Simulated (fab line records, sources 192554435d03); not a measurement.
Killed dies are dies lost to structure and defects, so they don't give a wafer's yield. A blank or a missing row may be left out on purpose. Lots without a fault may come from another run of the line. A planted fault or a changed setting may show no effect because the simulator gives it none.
Which tool did it? | flow n5_finfet | 14 lots, 40 wafers sampled, at 3 steps of a route of 1938

WHAT THE GAUGES READ, wafer by wafer
N5_BEOL_M15_OVL_MEAS_29. Usual: M15_OVL 2 nm, standard deviation 4.1.
lot  | measured     | on         | M15_OVL (nm) | flag
L213 | day 12 04:19 | overlay-01 | 16 3 6       |
L216 | day 12 21:03 | overlay-01 | -1 2 4       |
L217 | day 13 10:31 | overlay-02 | - - -        | OFF
L219 | day 13 13:40 | overlay-02 | - - -        | OFF
L215 | day 13 14:14 | overlay-02 | 0 2 2        |
L225 | day 15 03:18 | overlay-01 | 6 0 0        |
L224 | day 15 12:49 | overlay-01 | -1 1 4       |
L226 | day 15 17:55 | overlay-02 | 5 9 4        |
L228 | day 15 19:42 | overlay-01 | 10 2         |
L230 | day 16 14:17 | overlay-02 | 3 3          |
L229 | day 16 15:14 | overlay-02 | 1 3 4        |
L227 | day 16 15:26 | overlay-01 | -4 -1 -4     |
L234 | day 17 12:38 | overlay-01 | -2 8 -4      |
L235 | day 17 14:58 | overlay-02 | 6 4 4        |

WHICH TOOL RAN EACH LOT (tool, then ch and the chambers of the sampled wafers, then the start)
lot  | N5_BEOL_M15_STRIP_63                          | N5_BEOL_M15_DEVELOP_27
L213 | rie_diel-04 ch 0,2, day 12 04:11 or earlier   | litho_track-05 ch 0, day 12 04:11
L216 | rie_diel-03 ch 0,1,3, day 12 20:55 or earlier | litho_track-05 ch 0, day 12 20:55
L217 | rie_diel-04 ch 1,2,3, day 13 10:23 or earlier | litho_track-02, day 13 10:23
L219 | rie_diel-04 ch 0,1,3, day 13 13:31 or earlier | litho_track-05, day 13 13:31
L215 | rie_diel-04 ch 0,2,3, day 13 14:06 or earlier | litho_track-05 ch 0, day 13 14:06
L225 | rie_diel-04 ch 1,2,3, day 15 03:10 or earlier | litho_track-04 ch 0, day 15 03:10
L224 | rie_diel-04 ch 2,3, day 15 12:41 or earlier   | litho_track-05 ch 0, day 15 12:41
L226 | rie_diel-03 ch 1,2,3, day 15 17:47 or earlier | litho_track-05 ch 0, day 15 17:47
L228 | rie_diel-01 ch 0,2, day 15 19:34 or earlier   | litho_track-02 ch 0, day 15 19:34
L230 | rie_diel-04 ch 0,2, day 16 14:09 or earlier   | litho_track-02 ch 0, day 16 14:09
L229 | rie_diel-03 ch 1,2,3, day 16 15:06 or earlier | litho_track-02 ch 0, day 16 15:06
L227 | rie_diel-01 ch 1,2,3, day 16 15:17 or earlier | litho_track-04 ch 0, day 16 15:17
L234 | rie_diel-01 ch 0,2,3, day 17 12:29 or earlier | litho_track-05 ch 0, day 17 12:29
L235 | rie_diel-04 ch 0,1,2, day 17 14:49 or earlier | litho_track-02 ch 0, day 17 14:49
- N5_BEOL_M15_STRIP_63: strips in O2.
- N5_BEOL_M15_DEVELOP_27: develop time 45 s.

WHAT THE TOOLS THEMSELVES READ (means of the sampled wafers that have a number; where no wafer has one, the mark that the record gives instead)
N5_BEOL_M15_STRIP_63. Usual: drypump_motor_current_A 5.6 A, standard deviation 0.34; oes_product_au 0.77 a.u., standard deviation 0.073; rf_vpp_V 3.5 V, standard deviation 0.72; showerhead_plenum_p_Torr 2.10 Torr, standard deviation 0.064; throttle_valve_pct 16.69 %, standard deviation 0.23.
lot  | tool        | drypump_motor_current_A (A) | oes_product_au (a.u.) | rf_vpp_V (V) | showerhead_plenum_p_Torr (Torr) | throttle_valve_pct (%) | flag
L213 | rie_diel-04 | 5.8                         | 0.74                  | 3.1          | 2.08                            | 16.86                  |
L216 | rie_diel-03 | 5.7                         | 0.76                  | 4.5          | 2.12                            | 16.73                  |
L217 | rie_diel-04 | 5.6                         | 0.75                  | 4.2          | 2.04                            | 16.61                  |
L219 | rie_diel-04 | 5.5                         | 0.78                  | 3.9          | 2.09                            | 16.63                  |
L215 | rie_diel-04 | 5.6                         | 0.73                  | 3.6          | 2.06                            | 16.69                  |
L225 | rie_diel-04 | 5.6                         | 0.84                  | 3.8          | 2.13                            | 16.49                  |
L224 | rie_diel-04 | 5.3                         | 0.81                  | 3.4          | 2.13                            | 16.39                  |
L226 | rie_diel-03 | 5.7                         | 0.80                  | 3.0          | 2.10                            | 16.66                  |
L228 | rie_diel-01 | 6.0                         | 0.73                  | 3.0          | 2.16                            | 16.73                  |
L230 | rie_diel-04 | 5.9                         | 0.84                  | 4.2          | 2.17                            | 16.69                  |
L229 | rie_diel-03 | 5.6                         | 0.80                  | 3.5          | 2.10                            | 16.67                  |
L227 | rie_diel-01 | 6.0                         | 0.70                  | 3.9          | 2.05                            | 16.91                  |
L234 | rie_diel-01 | 6.0                         | 0.72                  | 3.0          | 2.09                            | 16.77                  |
L235 | rie_diel-04 | 5.8                         | 0.81                  | 3.9          | 2.13                            | 16.71                  |

N5_BEOL_M15_DEVELOP_27. Usual: chill_plate_temp_C 23.01 C, standard deviation 0.098.
lot  | tool           | chill_plate_temp_C (C) | flag
L213 | litho_track-05 | 23.06                  |
L216 | litho_track-05 | 23.02                  |
L217 | litho_track-02 | -                      | OFF
L219 | litho_track-05 | -                      | OFF
L215 | litho_track-05 | 22.94                  |
L225 | litho_track-04 | 22.92                  |
L224 | litho_track-05 | 23.01                  |
L226 | litho_track-05 | 23.10                  |
L228 | litho_track-02 | 23.04                  |
L230 | litho_track-02 | 22.96                  |
L229 | litho_track-02 | 23.14                  |
L227 | litho_track-04 | 23.07                  |
L234 | litho_track-05 | 22.91                  |
L235 | litho_track-02 | 23.15                  |

THE ANSWER, worked out from the rows above alone
Rule: a lot is off if the mean of its wafers that have a number lies more than 3 standard deviations from the usual mean. A lot without any number at a reading at which 4 lots or more have one is off too. The other lots that the step has rows for count as sound. The gauges are gone through in route order, then the tools' own readings, and for those a lot's mean is taken as printed above. The first step at which some lot is off is used, and at that step the reading that is off furthest; a lot without a number counts as furthest.
Off: L217, L219, at N5_BEOL_M15_OVL_MEAS_29 (M15_OVL). Without a number there: L217, L219.
A tool fits if, at a process step before that reading, it ran every lot that is off, and no sound lot after the first of them. The gauges at N5_BEOL_M15_OVL_MEAS_29 aren't tried: what is off there is off at N5_BEOL_M15_DEVELOP_27 too, on other tools, and a gauge's error can't cause that. N5_BEOL_M15_STRIP_63 gives no start for some lots, so the hours and the order of its lots are those of N5_BEOL_M15_DEVELOP_27. None of those tried fits.

WHAT THE SIMULATOR HAD PUT IN
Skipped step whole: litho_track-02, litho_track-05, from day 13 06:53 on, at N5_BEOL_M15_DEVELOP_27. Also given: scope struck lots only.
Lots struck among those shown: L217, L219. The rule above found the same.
